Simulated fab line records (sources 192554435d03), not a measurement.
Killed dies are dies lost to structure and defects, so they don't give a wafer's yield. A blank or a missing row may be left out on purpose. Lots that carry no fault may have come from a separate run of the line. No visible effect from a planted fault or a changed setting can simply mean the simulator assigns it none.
Chamber matching    flow n5-finfet    N5_BEOL_M4_ETCH_69 on rie-diel-01: 4 sister chambers
The step etches SiARC in CF4, target depth 15.6 nm, time 26 s. 4 wafers are shown with their chamber, then 8 later ones without.

== WAFERS PAIRED WITH THEIR CHAMBERS ==
wafer   chamber  throttle-valve-pct (%)
L077.6  1        15.48
L082.5  3        15.87
L081.6  2        15.75
L088.2  0        15.65

== WAFERS MISSING THEIR CHAMBER ==
wafer   throttle-valve-pct (%)
L088.3  15.77
L088.4  15.55
L091.2  15.77
L091.5  15.78
L091.6  15.92
L097.3  15.62
L097.4  15.72
L097.5  15.71

== THE CHAMBER EACH PASSED THROUGH ==
wafer    from the rows above       in truth
L088.3   2                         2
L088.4   can't be placed: 1 or 0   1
L091.2   2                         2
L091.5   can't be placed: 2 or 3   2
L091.6   3                         3
L097.3   0                         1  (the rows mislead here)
L097.4   can't be placed: 2 or 0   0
L097.5   can't be placed: 2 or 0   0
3 of 8 placed correctly. These rows do not allow placing 4 (true chamber among the candidates in 4). Placed wrongly: 1.
How it was worked out, from the rows above alone: a wafer's distance from a chamber is the root of the sum, over the readings, of the square of ((its reading less the chamber's mean) divided by the reading's scatter). If the next closest chamber is less than 2 further off than the closest, the wafer can't be placed; otherwise it belongs to the closest. The mean given for a chamber averages the wafers shown for that chamber. The scatter: root of mean squared gap, hidden wafer to nearest shown wafer, with one shown wafer a chamber.
